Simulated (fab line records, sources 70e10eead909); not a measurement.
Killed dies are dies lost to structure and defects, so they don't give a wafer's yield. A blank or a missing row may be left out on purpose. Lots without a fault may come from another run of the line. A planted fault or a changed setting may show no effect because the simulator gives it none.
Chamber matching | flow nand_harc | NHARC_A_STAIRCASE_TRIM_12 on rie_diel-11: 4 sister chambers
The step chemistry O2, time 211.2 s. 8 wafers are shown with their chamber, then 9 later ones without.

WAFERS WITH THEIR CHAMBER
wafer  | chamber | showerhead_plenum_p_Torr (Torr) | drypump_motor_current_A (A)
L075.6 | 0       | 3.70                            | 5.4
L082.6 | 2       | 3.79                            | 5.5
L081.1 | 0       | 3.69                            | 5.4
L081.3 | 1       | 3.59                            | 6.4
L081.6 | 3       | 3.35                            | 5.8
L092.1 | 1       | 3.58                            | 6.4
L092.2 | 2       | 3.78                            | 5.6
L092.4 | 3       | 3.34                            | 5.8

WAFERS WITHOUT THEIR CHAMBER
wafer  | showerhead_plenum_p_Torr (Torr) | drypump_motor_current_A (A)
L094.1 | 3.58                            | 6.4
L094.3 | 3.68                            | 5.5
L094.5 | 3.33                            | 5.8
L096.1 | 3.57                            | 6.4
L096.4 | 3.67                            | 5.5
L096.5 | 3.67                            | 5.5
L097.1 | 3.57                            | 6.4
L097.2 | 3.67                            | 5.5
L097.3 | 3.77                            | 5.5

WHICH CHAMBER EACH WENT THROUGH
wafer  | from the rows above | in truth
L094.1 | 1                   | 1
L094.3 | 0                   | 0
L094.5 | 3                   | 3
L096.1 | 1                   | 1
L096.4 | 0                   | 0
L096.5 | 0                   | 0
L097.1 | 1                   | 1
L097.2 | 0                   | 0
L097.3 | 2                   | 2
Placed correctly: 9 of 9. Can't be placed from these rows: 0. Placed wrongly: 0.
How it was worked out, from the rows above alone: a wafer's distance from a chamber is the root of the sum, over the readings, of the square of ((its reading less the chamber's mean) divided by the reading's scatter). The wafer belongs to the nearest chamber; if the next one is less than 2 further off, it can't be placed. A chamber's mean is the mean of its shown wafers. The scatter: the root of (the sum of the squares of (reading less its chamber's mean) over the shown wafers, divided by (wafers less chambers)).
